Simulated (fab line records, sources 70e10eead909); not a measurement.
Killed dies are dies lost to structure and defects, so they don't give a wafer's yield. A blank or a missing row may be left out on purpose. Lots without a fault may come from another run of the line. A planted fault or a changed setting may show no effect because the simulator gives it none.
Which tool did it? | flow nand_harc | 12 lots, 36 wafers sampled, at 5 steps of a route of 1302

WHAT THE GAUGES READ, wafer by wafer
NHARC_END_SORT_01. Usual: killed_at_array 58, standard deviation 20; killed_at_other 0.8, standard deviation 1; killed_at_periphery 4.6, standard deviation 2.8; killed_dies 63, standard deviation 19; killed_open 3.4, standard deviation 2; killed_short 2.4, standard deviation 1.8.
lot  | measured     | on        | killed_at_array | killed_at_other | killed_at_periphery | killed_dies | killed_open | killed_short | flag
L537 | day 31 06:33 | prober-02 | 33 36 26        | 1 2 2           | 3 4 6               | 37 42 34    | 2 5 4       | 2 3 2        |
L540 | day 32 19:04 | prober-01 | 671 675 673     | 0 0 0           | 6 2 3               | 677 677 676 | 3 4 4       | 4 1 2        | OFF
L543 | day 32 07:11 | prober-01 | 674 671 670     | 1 0 0           | 2 5 6               | 677 676 676 | 1 3 2       | 4 2 1        | OFF

WHICH TOOL RAN EACH LOT (tool, then ch and the chambers of the sampled wafers, then the start)
lot  | NHARC_A_STAIRCASE_HM_OPEN_463                 | NHARC_A_STAIRCASE_DEP_322       | NHARC_A_STAIRCASE_ETCH_444         | NHARC_A_STAIRCASE_STRIP_446
L526 | rie_diel-06 ch 0,3, day 19 04:17 or earlier   | pecvd-02 ch 1,2, day 19 04:17   | rie_diel-06 ch 1,2, day 19 20:20   | plasma_asher-01 ch 0,1, day 20 00:20
L527 | rie_diel-02 ch 0,1,2, day 19 16:17 or earlier | pecvd-01 ch 0,1,2, day 19 16:17 | rie_diel-02 ch 1,3, day 20 11:18   | plasma_asher-02 ch 0,1, day 20 15:26
L529 | rie_diel-04 ch 1,2, day 20 09:01 or earlier   | pecvd-02 ch 0,1,2, day 20 09:01 | rie_diel-04 ch 0,3, day 21 06:13   | plasma_asher-02 ch 0,1, day 21 10:16
L530 | rie_diel-04 ch 1,2,3, day 21 05:43 or earlier | pecvd-04 ch 0,1,2, day 21 05:43 | rie_diel-02 ch 1,2, day 22 04:14   | plasma_asher-01 ch 0,1, day 22 08:45
L532 | rie_diel-04 ch 0,1,3, day 22 00:38 or earlier | pecvd-04 ch 0,1,2, day 22 00:38 | rie_diel-04 ch 2,3, day 22 19:04   | plasma_asher-02 ch 0,1, day 22 23:44
L535 | rie_diel-02 ch 1,3, day 22 16:38 or earlier   | pecvd-02 ch 0,1, day 22 16:38   | rie_diel-06 ch 1,2,3, day 23 12:53 | plasma_asher-01 ch 0,1, day 23 16:48
L533 | rie_diel-02 ch 1,2,3, day 22 16:29 or earlier | pecvd-04 ch 0,1, day 22 16:29   | rie_diel-02 ch 0,1,3, day 23 10:53 | plasma_asher-02 ch 0,1, day 23 14:20
L537 | rie_diel-06 ch 0,1,3, day 24 12:58 or earlier | pecvd-02 ch 0,1,2, day 24 12:58 | rie_diel-02 ch 0,1,2, day 25 12:26 | plasma_asher-02 ch 0,1, day 25 16:49
L540 | rie_diel-04 ch 0,3, day 25 21:34 or earlier   | pecvd-01 ch 0,1,2, day 25 21:34 | rie_diel-02 ch 0,1,2, day 26 17:40 | plasma_asher-02 ch 0,1, day 26 21:43
L543 | rie_diel-04 ch 0,1,2, day 25 22:08 or earlier | pecvd-01 ch 0,1,2, day 25 22:08 | rie_diel-02 ch 0,1,3, day 26 14:46 | plasma_asher-02 ch 0,1, day 26 18:49
L544 | rie_diel-06 ch 1,2,3, day 27 00:46 or earlier | pecvd-02 ch 0,1,2, day 27 00:46 | rie_diel-04 ch 0,1,3, day 27 19:58 | plasma_asher-02 ch 0,1, day 27 23:02
L546 | rie_diel-02 ch 1,3, day 28 00:36 or earlier   | pecvd-04 ch 0,1,2, day 28 00:36 | rie_diel-04 ch 0,2, day 28 19:59   | plasma_asher-01 ch 0,1, day 29 00:49
- NHARC_A_STAIRCASE_HM_OPEN_463: chemistry O2/COS.
- NHARC_A_STAIRCASE_DEP_322: deposits SiO2, target thk 7200 nm.
- NHARC_A_STAIRCASE_ETCH_444: etches the open film in C4F8/O2, target depth 20400 nm, time 6800 s.
- NHARC_A_STAIRCASE_STRIP_446: strips in O2.

WHAT THE TOOLS THEMSELVES READ (means of the sampled wafers that have a number; where no wafer has one, the mark that the record gives instead)
NHARC_A_STAIRCASE_HM_OPEN_463. Usual: drypump_motor_current_A 5.93 A, standard deviation 0.28; oes_product_au 1.000 a.u., standard deviation 0.011; rf_vpp_V 466 V, standard deviation 3.3; showerhead_plenum_p_Torr 3.05 Torr, standard deviation 0.15; throttle_valve_pct 28.329 %, standard deviation 0.0086.
lot  | tool        | drypump_motor_current_A (A) | oes_product_au (a.u.) | rf_vpp_V (V) | showerhead_plenum_p_Torr (Torr) | throttle_valve_pct (%) | flag
L526 | rie_diel-06 | 5.58                        | 0.991                 | 470          | 3.28                            | 28.330                 |
L527 | rie_diel-02 | 5.96                        | 1.009                 | 466          | 3.02                            | 28.333                 |
L529 | rie_diel-04 | 6.05                        | 0.991                 | 464          | 2.98                            | 28.326                 |
L530 | rie_diel-04 | 6.07                        | 0.983                 | 463          | 2.95                            | 28.325                 |
L532 | rie_diel-04 | 5.91                        | 0.996                 | 464          | 2.94                            | 28.331                 |
L535 | rie_diel-02 | 6.00                        | 0.996                 | 463          | 2.95                            | 28.327                 |
L533 | rie_diel-02 | 6.01                        | 1.007                 | 465          | 3.01                            | 28.323                 |
L537 | rie_diel-06 | 5.66                        | 1.009                 | 469          | 3.22                            | 28.329                 |
L540 | rie_diel-04 | 5.80                        | 1.010                 | 466          | 3.07                            | 28.327                 |
L543 | rie_diel-04 | 5.92                        | 1.009                 | 464          | 2.95                            | 28.325                 |
L544 | rie_diel-06 | 6.03                        | 1.005                 | 468          | 3.17                            | 28.331                 |
L546 | rie_diel-02 | 5.99                        | 1.005                 | 462          | 2.93                            | 28.326                 |

NHARC_A_STAIRCASE_DEP_322. Usual: heater_power_outer_w 383 W, standard deviation 72; heater_power_w 686 W, standard deviation 97; mfc_precursor_sccm 200.0 sccm, standard deviation 0.59.
lot  | tool     | heater_power_outer_w (W) | heater_power_w (W) | mfc_precursor_sccm (sccm) | flag
L526 | pecvd-02 | 375                      | 668                | 200.7                     |
L527 | pecvd-01 | 401                      | 740                | 199.8                     |
L529 | pecvd-02 | 319                      | 585                | 199.9                     |
L530 | pecvd-04 | 385                      | 670                | 199.4                     |
L532 | pecvd-04 | 379                      | 669                | 200.7                     |
L535 | pecvd-02 | 302                      | 564                | 200.6                     |
L533 | pecvd-04 | 337                      | 616                | 200.1                     |
L537 | pecvd-02 | 387                      | 692                | 200.0                     |
L540 | pecvd-01 | 374                      | 705                | 199.9                     |
L543 | pecvd-01 | 366                      | 687                | 200.1                     |
L544 | pecvd-02 | 312                      | 562                | 200.3                     |
L546 | pecvd-04 | 386                      | 669                | 200.6                     |

NHARC_A_STAIRCASE_ETCH_444. Usual: oes_product_au 0.931 a.u., standard deviation 0.016; rf_vpp_V 803 V, standard deviation 4.9; run_length_s 6821.3 s, standard deviation 0.42.
lot  | tool        | oes_product_au (a.u.) | rf_vpp_V (V) | run_length_s (s) | flag
L526 | rie_diel-06 | 0.920                 | 805          | 6821.8           |
L527 | rie_diel-02 | 0.919                 | 801          | 6821.2           |
L529 | rie_diel-04 | 0.930                 | 799          | 6821.6           |
L530 | rie_diel-02 | 0.929                 | 806          | 6821.3           |
L532 | rie_diel-04 | 0.915                 | 800          | 6821.9           |
L535 | rie_diel-06 | 0.933                 | 809          | 6821.6           |
L533 | rie_diel-02 | 0.925                 | 800          | 6821.0           |
L537 | rie_diel-02 | 0.938                 | 803          | 6821.1           |
L540 | rie_diel-02 | 0.949                 | 802          | 7454.2           | OFF
L543 | rie_diel-02 | 0.953                 | 800          | 7454.4           | OFF
L544 | rie_diel-04 | 0.924                 | 805          | 6821.1           |
L546 | rie_diel-04 | 0.919                 | 799          | 6821.7           |

NHARC_A_STAIRCASE_STRIP_446. Usual: drypump_motor_current_A 5.6 A, standard deviation 0.44; heater_power_w 343 W, standard deviation 17.
lot  | tool            | drypump_motor_current_A (A) | heater_power_w (W) | flag
L526 | plasma_asher-01 | 6.1                         | 319                |
L527 | plasma_asher-02 | 5.3                         | 346                |
L529 | plasma_asher-02 | 5.3                         | 349                |
L530 | plasma_asher-01 | 6.2                         | 330                |
L532 | plasma_asher-02 | 5.3                         | 344                |
L535 | plasma_asher-01 | 6.2                         | 324                |
L533 | plasma_asher-02 | 5.5                         | 356                |
L537 | plasma_asher-02 | 5.3                         | 344                |
L540 | plasma_asher-02 | 5.2                         | 343                |
L543 | plasma_asher-02 | 5.5                         | 347                |
L544 | plasma_asher-02 | 5.5                         | 343                |
L546 | plasma_asher-01 | 6.1                         | 332                |

THE ANSWER, worked out from the rows above alone
Rule: a lot is off if the mean of its wafers that have a number lies more than 3 standard deviations from the usual mean. A lot without any number at a reading at which 4 lots or more have one is off too. The other lots that the step has rows for count as sound. The gauges are gone through in route order, then the tools' own readings, and for those a lot's mean is taken as printed above. The first step at which some lot is off is used, and at that step the reading that is off furthest; a lot without a number counts as furthest.
Off: L540, L543, at NHARC_END_SORT_01 (killed_dies). Neither off nor sound, because the step has no rows for them: L526, L527, L529, L530, L532, L535, L533, L544, L546.
A tool fits if, at a process step before that reading, it ran every lot that is off, and no sound lot after the first of them. The gauges at NHARC_END_SORT_01 aren't tried: what is off there is off at NHARC_A_STAIRCASE_ETCH_444 too, on other tools, and a gauge's error can't cause that. NHARC_A_STAIRCASE_HM_OPEN_463 gives no start for some lots, so the hours and the order of its lots are those of NHARC_A_STAIRCASE_DEP_322. Can't be told from this: 4 tools fit, rie_diel-04 at NHARC_A_STAIRCASE_HM_OPEN_463, pecvd-01 at NHARC_A_STAIRCASE_DEP_322, rie_diel-02 at NHARC_A_STAIRCASE_ETCH_444, plasma_asher-02 at NHARC_A_STAIRCASE_STRIP_446.

WHAT THE SIMULATOR HAD PUT IN
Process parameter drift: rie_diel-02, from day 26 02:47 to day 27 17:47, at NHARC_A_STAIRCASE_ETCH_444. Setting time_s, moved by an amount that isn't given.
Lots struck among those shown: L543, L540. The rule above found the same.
